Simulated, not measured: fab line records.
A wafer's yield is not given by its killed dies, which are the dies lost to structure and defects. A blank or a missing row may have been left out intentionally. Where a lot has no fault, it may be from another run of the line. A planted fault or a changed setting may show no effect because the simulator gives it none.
Struck lot and sound lot, side by side || flow n5 finfet || 21 out of 1938 route steps
Sound: these wafers, L138.2, L138.4. Struck: wafer L147.2 (left out: L147.3, a lot-mate that was not struck); the cause follows at the end.
For every step that has rows: the tool of each side, followed by ch and its chambers, followed by its first start. Under that, the readings that differ: sound wafers || struck wafers || difference of the means || sigmas: that difference in standard deviations of wafers without a fault.
alike: a reading whose means differ by less than 2 such deviations, as well as words and numbers matching on both sides. not compared: withheld readings; readings where some wafer has no value; bounds like >300 that might hide an equal value; numbers whose values overlap and for which the record gives no deviation.
Wherever a step has rows on one side only, a row that says differs or no value, or a row with sigmas, the two part there. Numbers that have no deviation but don't overlap get no sigmas and don't part them. A reading missing from all wafers of one side parts the sides only when that side holds two or more wafers.

first, 7 steps without rows for these wafers: N5_BEOL_M13_COAT_22 (resist thk 300 nm); N5_BEOL_M13_EBR_24; N5_BEOL_M13_SOFTBAKE_23 (time 60 s); N5_BEOL_M13_EXPOSE_25 (exposes mask M13, target cd 210 nm); N5_BEOL_M13_PEB_26 (peb time 90 s); N5_BEOL_M13_DEVELOP_27 (develop time 45 s); N5_BEOL_M13_HARDBAKE_32 (time 120 s).
N5_BEOL_M13_CD_MEAS_28: target cd 209.5 nm.
  sound on cd sem-02 ch 0, day 14 02:51; struck on cd sem-03 ch 0, day 16 11:49
  alike: cd nm
N5_BEOL_M13_OVL_MEAS_29:
  sound on overlay-02 ch 0, day 14 02:53; struck on overlay-02 ch 0, day 16 11:50
  alike: M13_OVL
N5_BEOL_M13_INSPECT_30: inspects for defects (macro).
  sound on defect inspect-01 at day 14 02:54; struck on defect inspect-01 at day 16 11:52
  alike: raw defect count
N5_BEOL_M13_DESCUM_33: chemistry O2, time 7.9 s.
  sound on rie diel-01 ch 0,1, day 14 03:25; struck on rie diel-01 ch 3, day 16 12:02
  alike: drypump motor current A, oes product au, rf vpp V, showerhead plenum p Torr, temp c, throttle valve pct
  not compared: rf hours counter h
N5_BEOL_M13_ETCH_67: etches SiARC in CF4, target depth 143 nm, time 238.3 s.
  sound on rie diel-01 ch 0,1, day 14 03:28; struck on rie diel-01 ch 3, day 16 12:04
  alike: bias w, drypump motor current A, etch rf on time s, oes product au, rf vpp V, showerhead plenum p Torr, throttle valve pct
  not compared: rf hours counter h
N5_BEOL_M13_ETCH_68: etches SOC in N2/H2, time 355 s.
  sound on rie diel-01 ch 0,1, day 14 03:36; struck on rie diel-01 ch 3, day 16 12:13
{"reading": "bias w (W)", "sound": "350.7 349.1", "struck": 352.3, "difference": "+2.4", "sigmas": "+2"}
{"reading": "model.SiARC_of_BEOL_M13_COAT_66.thk nm (nm)", "sound": "75.2 78.2", "struck": 90.6, "difference": "+13.9", "sigmas": ""}
{"reading": "model.BEOL_M13.cd nm (nm)", "sound": "210.4 210.2", "struck": 202.6, "difference": -7.7, "sigmas": ""}
  alike: drypump motor current A, oes product au, rf vpp V, showerhead plenum p Torr, temp c, throttle valve pct
  not compared: rf hours counter h
then, 1 step without rows for these wafers: N5_BEOL_M13_STRIP_69 (strips in N2/H2).
N5_BEOL_M13_TRENCH_ETCH_34: etches SiOC in C4F8/O2/Ar, target depth 413.47 nm, time 162.6 s.
  sound on rie diel-01 ch 0,1, day 14 03:49; struck on rie diel-01 ch 3, day 16 12:26
{"reading": "bias w (W)", "sound": "698.4 699.1", "struck": 704.6, "difference": "+5.9", "sigmas": "+3"}
{"reading": "rf vpp V (V)", "sound": "667.5 669.0", "struck": 663.4, "difference": -4.9, "sigmas": -2}
{"reading": "showerhead plenum p Torr (Torr)", "sound": "3.45 3.50", "struck": 3.30, "difference": -0.18, "sigmas": -2}
  alike: drypump motor current A, oes product au, throttle valve pct
  not compared: rf hours counter h
then, 1 step without rows for these wafers: N5_BEOL_M13_STRIP_70 (strips in C4F8/O2/Ar).
N5_BEOL_M13_OCD_MEAS_35:
  sound on ocd-02 at day 14 04:00; struck on ocd-02 at day 16 12:37
  alike: trench depth nm
N5_BEOL_M13_STRIP_37: strips in N2/H2.
  sound on plasma asher-02 ch 1, day 14 04:02; struck on plasma asher-01 ch 0, day 16 12:39
  alike: drypump motor current A, heater power w, oes product au, temp c
  not compared: rf hours counter h
N5_BEOL_M13_ETCH_38: etches SiCN in CF4/N2, target depth 67.5 nm, time 71.9 s.
  sound on rie diel-02 ch 0,2, day 14 04:35; struck on rie diel-02 ch 3, day 16 13:12
{"reading": "model.BEOL_M13.cd nm (nm)", "sound": "210 210.4", "struck": 203.4, "difference": -6.8, "sigmas": ""}
  alike: bias w, drypump motor current A, oes product au, rf vpp V, showerhead plenum p Torr, throttle valve pct
  not compared: rf hours counter h
then, 1 step without rows for these wafers: N5_BEOL_M13_PRECLEAN_39 (cleans in residue remover, time 60 s).
N5_PASSIVATION_PROBE_49:
  record: rows for the struck wafers here (prober-01, day 17 16:55), none for the sound ones

## WHERE THEY PART
Last at N5_PASSIVATION_PROBE_49 as far as this record goes, first at N5_BEOL_M13_ETCH_68.

WHY: what the simulator had put in
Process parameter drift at N5_BEOL_M13_ETCH_68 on rie diel-01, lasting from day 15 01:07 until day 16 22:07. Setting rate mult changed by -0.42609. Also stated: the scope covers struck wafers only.
